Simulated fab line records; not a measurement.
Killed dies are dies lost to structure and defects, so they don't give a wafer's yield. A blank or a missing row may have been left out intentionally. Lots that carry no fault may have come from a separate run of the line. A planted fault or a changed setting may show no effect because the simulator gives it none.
Matching of chambers | flow nand harc | ald hk-01 running NHARC_A_STAIRCASE_ALD_420: 4 sister chambers
The step deposits SiO2, target thk 20 nm, pulse time 6 s, ald cycles 200. 8 wafers are shown with their chamber, then 10 later ones without.

EACH WAFER AND ITS CHAMBER
wafer  | chamber | heater power w (W) | precursor pulse height rel
L078.5 | 3       | 511                | 1.038
L080.4 | 3       | 514                | 0.981
L081.5 | 2       | 546                | 1.030
L084.2 | 0       | 440                | 0.994
L084.5 | 1       | 449                | 1.027
L084.6 | 0       | 433                | 0.982
L088.1 | 2       | 559                | 0.976
L088.3 | 1       | 464                | 0.998

WAFERS WITHOUT THEIR CHAMBER
wafer  | heater power w (W) | precursor pulse height rel
L088.4 | 482                | 0.998
L092.1 | 481                | 0.990
L092.3 | 456                | 0.986
L092.5 | 445                | 0.998
L096.1 | 440                | 1.009
L096.4 | 490                | 0.985
L096.6 | 556                | 0.961
L097.2 | 443                | 0.981
L097.3 | 451                | 0.973
L097.4 | 571                | 0.974

EACH ONE'S CHAMBER
wafer  | from the rows above     | in truth
L088.4 | can't be placed: 1 or 3 | 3
L092.1 | can't be placed: 1 or 3 | 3
L092.3 | can't be placed: 1 or 0 | 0
L092.5 | can't be placed: 0 or 1 | 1
L096.1 | can't be placed: 0 or 1 | 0
L096.4 | can't be placed: 3 or 1 | 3
L096.6 | 2                       | 2
L097.2 | can't be placed: 0 or 1 | 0
L097.3 | can't be placed: 1 or 0 | 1
L097.4 | 2                       | 2
Correctly placed: 2 of 10. Not placeable from these rows: 8 (in 8, the candidates include the true chamber). Placed wrongly: 0.
How it was worked out, from the rows above alone: a wafer's distance from a chamber is the root of the sum, over the readings, of the square of ((its reading less the chamber's mean) divided by the reading's scatter). The wafer belongs to the nearest chamber; if the next one is less than 2 further off, it can't be placed. Each chamber's mean is taken over the wafers shown for it. The scatter: the root of (the sum of the squares of (reading less its chamber's mean) over the shown wafers, divided by (wafers less chambers)).
